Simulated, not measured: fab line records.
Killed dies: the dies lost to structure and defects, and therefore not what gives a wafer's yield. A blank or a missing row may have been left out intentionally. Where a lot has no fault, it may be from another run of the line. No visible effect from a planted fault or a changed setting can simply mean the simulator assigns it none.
Matching of chambers + flow nand harc + rie diel-05 running NHARC_A_STAIRCASE_ETCH_444: 4 sister chambers
The step etches the open film in C4F8/O2, target depth 20400 nm, time 6800 s. 8 wafers are shown with their chamber, then 8 later ones without.

== EACH WAFER AND ITS CHAMBER ==
| wafer  | chamber | rf vpp V (V) | oes product au (a.u.) |
|--------|---------|--------------|-----------------------|
| L082.6 | 2       | 808          | 0.979                 |
| L084.4 | 0       | 807          | 0.931                 |
| L084.5 | 2       | 808          | 0.922                 |
| L084.6 | 1       | 812          | 0.934                 |
| L089.2 | 1       | 814          | 0.934                 |
| L089.4 | 0       | 808          | 0.937                 |
| L089.5 | 3       | 814          | 0.926                 |
| L090.1 | 3       | 812          | 0.921                 |

== WAFERS MISSING THEIR CHAMBER ==
| wafer  | rf vpp V (V) | oes product au (a.u.) |
|--------|--------------|-----------------------|
| L090.5 | 809          | 0.923                 |
| L090.6 | 813          | 0.925                 |
| L094.2 | 813          | 0.974                 |
| L094.4 | 811          | 0.957                 |
| L094.6 | 814          | 0.973                 |
| L096.1 | 809          | 0.924                 |
| L096.4 | 807          | 0.939                 |
| L096.5 | 807          | 0.935                 |

== EACH ONE'S CHAMBER ==
| wafer  | from the rows above               | in truth |
|--------|-----------------------------------|----------|
| L090.5 | can't be placed: 0 or 2           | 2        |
| L090.6 | can't be placed: 3 or 1           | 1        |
| L094.2 | can't be placed: 1 or 3           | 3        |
| L094.4 | can't be placed: 1 or 3 or 2 or 0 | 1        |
| L094.6 | can't be placed: 1 or 3           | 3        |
| L096.1 | can't be placed: 0 or 2           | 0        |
| L096.4 | can't be placed: 0 or 2           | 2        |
| L096.5 | can't be placed: 0 or 2           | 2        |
Correct placement for 0 of the 8. Can't be placed from these rows: 8 (the true chamber is among the candidates in 8). 0 placed wrongly.
How it was worked out, from the rows above alone: a wafer's distance from a chamber is the root of the sum, over the readings, of the square of ((its reading less the chamber's mean) divided by the reading's scatter). The wafer belongs to the nearest chamber; if the next one is less than 2 further off, it can't be placed. A chamber's mean is the mean of its shown wafers. The scatter: the root of (the sum of the squares of (reading less its chamber's mean) over the shown wafers, divided by (wafers less chambers)).
